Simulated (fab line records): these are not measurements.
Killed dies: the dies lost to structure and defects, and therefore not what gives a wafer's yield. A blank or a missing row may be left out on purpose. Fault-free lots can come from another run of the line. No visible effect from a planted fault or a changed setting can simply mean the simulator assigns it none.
What tool caused it? + flow n5Finfet + 10 lots with 30 wafers sampled at 5 steps, on a route of 1938 steps

== WHAT EACH GAUGE READ, for each wafer ==
N5_BEOL_M11_INSPECT_58: inspects for defects (darkfield).
| lot  | measured     | on               | rawDefectCount |
|------|--------------|------------------|----------------|
| L966 | day 11 00:45 | defectInspect-02 | 90 75 62       |
| L969 | day 11 14:31 | defectInspect-02 | 43 57 62       |
| L970 | day 12 06:34 | defectInspect-02 | 91 75 71       |
| L968 | day 12 09:39 | defectInspect-01 | 30 68 52       |
| L971 | day 12 19:17 | defectInspect-01 | 96 100 172     |
| L975 | day 13 23:26 | defectInspect-02 | 84 43 59       |
| L977 | day 14 16:54 | defectInspect-02 | 67 97 58       |
| L979 | day 15 01:32 | defectInspect-02 | 119 90 128     |
| L981 | day 15 16:39 | defectInspect-02 | 70 102 105     |
| L987 | day 18 03:50 | defectInspect-02 | 32 61 90       |

N5_BEOL_M12_THK_MEAS_01.
| lot  | measured     | on           | M12_ILD_THK (nm) |
|------|--------------|--------------|------------------|
| L966 | day 11 00:55 | filmMetro-02 | 644 646 663      |
| L969 | day 11 14:41 | filmMetro-01 | 661 647 663      |
| L970 | day 12 06:44 | filmMetro-02 | 669 661 669      |
| L968 | day 12 09:49 | filmMetro-02 | 670 666 670      |
| L971 | day 12 19:27 | filmMetro-02 | 655 657 663      |
| L975 | day 13 23:37 | filmMetro-01 | 662 648 669      |
| L977 | day 14 17:04 | filmMetro-01 | 638 647 669      |
| L979 | day 15 01:42 | filmMetro-02 | 656 672 669      |
| L981 | day 15 16:49 | filmMetro-02 | 649 658 664      |
| L987 | day 18 04:00 | filmMetro-01 | 646 656 895      |

== TOOL THAT RAN EACH LOT (tool first, then ch and the chambers of the sampled wafers, then the start) ==
| lot  | N5_BEOL_M11_STRIP_77                         | N5_BEOL_M11_DEGAS_44        | N5_BEOL_M12_ILD_DEP_00          |
|------|----------------------------------------------|-----------------------------|---------------------------------|
| L966 | rieDiel-02 ch 0,3, day 10 22:58 or earlier   | pvdSputter-01, day 10 22:58 | pecvd-04 ch 0,2, day 11 00:47   |
| L969 | rieDiel-06 ch 0,1,2, day 11 12:11 or earlier | pvdSputter-02, day 11 12:11 | pecvd-01 ch 1,2, day 11 14:32   |
| L970 | rieDiel-06 ch 0,2,3, day 12 03:06 or earlier | pvdSputter-02, day 12 03:06 | pecvd-02 ch 1,2, day 12 06:36   |
| L968 | rieDiel-03 ch 0,1, day 12 07:23 or earlier   | pvdSputter-01, day 12 07:23 | pecvd-02 ch 0,1,2, day 12 09:41 |
| L971 | rieDiel-03 ch 0,2, day 12 17:24 or earlier   | pvdSputter-01, day 12 17:24 | pecvd-01 ch 0,1,2, day 12 19:19 |
| L975 | rieDiel-03 ch 0,1, day 13 20:59 or earlier   | pvdSputter-03, day 13 20:59 | pecvd-01 ch 1,2, day 13 23:29   |
| L977 | rieDiel-03 ch 0,1,3, day 14 14:52 or earlier | pvdSputter-02, day 14 14:52 | pecvd-01 ch 0,1,2, day 14 16:56 |
| L979 | rieDiel-06 ch 1,3, day 14 23:46 or earlier   | pvdSputter-03, day 14 23:46 | pecvd-02 ch 0,1,2, day 15 01:34 |
| L981 | rieDiel-02 ch 1,2,3, day 15 14:37 or earlier | pvdSputter-01, day 15 14:37 | pecvd-02 ch 0,2, day 15 16:41   |
| L987 | rieDiel-02 ch 1,3, day 18 01:37 or earlier   | pvdSputter-03, day 18 01:37 | pecvd-02 ch 0,1,2, day 18 03:52 |
- N5_BEOL_M11_STRIP_77: strips in N2/H2, time 10 s.
- N5_BEOL_M11_DEGAS_44: time 60 s.
- N5_BEOL_M12_ILD_DEP_00: deposits SiOC from DEMS/O2, target thk 658.92 nm, time 130.7 s.

== AS READ BY THE TOOLS THEMSELVES (means over the sampled wafers that have a number; for cases with no such wafer, the mark the record gives instead) ==
N5_BEOL_M11_STRIP_77.
| lot  | tool       | drypumpMotorCurrentA (A) | oesProductAu (a.u.) | rfVppV (V) | showerheadPlenumPTorr (Torr) | throttleValvePct (%) |
|------|------------|--------------------------|---------------------|------------|------------------------------|----------------------|
| L966 | rieDiel-02 | 5.1                      | 0.89                | 60.0       | 2.57                         | 23.40                |
| L969 | rieDiel-06 | 5.7                      | 0.79                | 58.3       | 2.40                         | 23.67                |
| L970 | rieDiel-06 | 5.8                      | 0.84                | 59.3       | 2.49                         | 23.48                |
| L968 | rieDiel-03 | 5.6                      | 0.83                | 59.3       | 2.56                         | 23.53                |
| L971 | rieDiel-03 | 6.1                      | 0.70                | 59.1       | 2.58                         | 23.80                |
| L975 | rieDiel-03 | 5.5                      | 0.77                | 59.7       | 2.54                         | 23.54                |
| L977 | rieDiel-03 | 5.7                      | 0.76                | 59.3       | 2.54                         | 23.57                |
| L979 | rieDiel-06 | 5.2                      | 0.88                | 59.9       | 2.69                         | 23.42                |
| L981 | rieDiel-02 | 5.6                      | 0.77                | 59.2       | 2.58                         | 23.39                |
| L987 | rieDiel-02 | 5.4                      | 0.82                | 60.2       | 2.56                         | 23.36                |

N5_BEOL_M11_DEGAS_44.
| lot  | tool          | heaterPowerW (W) |
|------|---------------|------------------|
| L966 | pvdSputter-01 | 326              |
| L969 | pvdSputter-02 | 314              |
| L970 | pvdSputter-02 | 330              |
| L968 | pvdSputter-01 | 345              |
| L971 | pvdSputter-01 | 327              |
| L975 | pvdSputter-03 | 331              |
| L977 | pvdSputter-02 | 310              |
| L979 | pvdSputter-03 | 297              |
| L981 | pvdSputter-01 | 334              |
| L987 | pvdSputter-03 | 317              |

N5_BEOL_M12_ILD_DEP_00.
| lot  | tool     | heaterPowerOuterW (W) | heaterPowerW (W) | showerheadPlenumPTorr (Torr) | showerheadVppV (V) | throttleValvePct (%) |
|------|----------|-----------------------|------------------|------------------------------|--------------------|----------------------|
| L966 | pecvd-04 | 251                   | 461              | 5.694                        | 1388               | 11.4                 |
| L969 | pecvd-01 | 300                   | 558              | 5.685                        | 1309               | 11.6                 |
| L970 | pecvd-02 | 355                   | 610              | 5.719                        | 1420               | 12.2                 |
| L968 | pecvd-02 | 311                   | 536              | 5.698                        | 1445               | 12.3                 |
| L971 | pecvd-01 | 312                   | 564              | 5.693                        | 1344               | 12.2                 |
| L975 | pecvd-01 | 321                   | 586              | 5.696                        | 1316               | 12.0                 |
| L977 | pecvd-01 | 300                   | 560              | 5.667                        | 1330               | 12.2                 |
| L979 | pecvd-02 | 324                   | 564              | 5.704                        | 1441               | 12.3                 |
| L981 | pecvd-02 | 271                   | 467              | 5.690                        | 1439               | 12.2                 |
| L987 | pecvd-02 | 314                   | 535              | 5.697                        | 1424               | 12.2                 |

== THE ANSWER, worked out from the rows above alone ==
Rule: usual is defined by the lots themselves. Put in order of their means at a reading, lots are off if they are a third of the lots or fewer, leave a main group of 4 or more, and stand apart from it by a gap of 3 or more times the standard deviation of the main group's means; of several such gaps the widest counts. Not used: any main group whose means are identical at the precision the tables above print for the reading. Also off: a lot with no number at a reading for which 4 or more lots have one. Where the step has rows for the other lots, those lots are counted as sound. The gauges are gone through in route order, then the tools' own readings, and for those a lot's mean is taken as printed above. The first step at which some lot is off is used, and at that step the reading that is off furthest; a lot without a number counts as furthest.
Off: L987, seen at N5_BEOL_M12_THK_MEAS_01 (M12_ILD_THK). For the main group the mean is 659 nm and the standard deviation 6.
If a tool, at a process step before that reading, ran all the lots that are off and no sound lot after the first of them, it fits. The gauges at N5_BEOL_M12_THK_MEAS_01 are tried like those tools. Because N5_BEOL_M11_STRIP_77 lacks a start for some lots, the hours and order of its lots are taken from N5_BEOL_M11_DEGAS_44. Can't be told from this: 4 tools fit, rieDiel-02 at N5_BEOL_M11_STRIP_77, pvdSputter-03 at N5_BEOL_M11_DEGAS_44, pecvd-02 at N5_BEOL_M12_ILD_DEP_00, filmMetro-01 at N5_BEOL_M12_THK_MEAS_01.

== WHAT THE SIMULATOR HAD INSERTED ==
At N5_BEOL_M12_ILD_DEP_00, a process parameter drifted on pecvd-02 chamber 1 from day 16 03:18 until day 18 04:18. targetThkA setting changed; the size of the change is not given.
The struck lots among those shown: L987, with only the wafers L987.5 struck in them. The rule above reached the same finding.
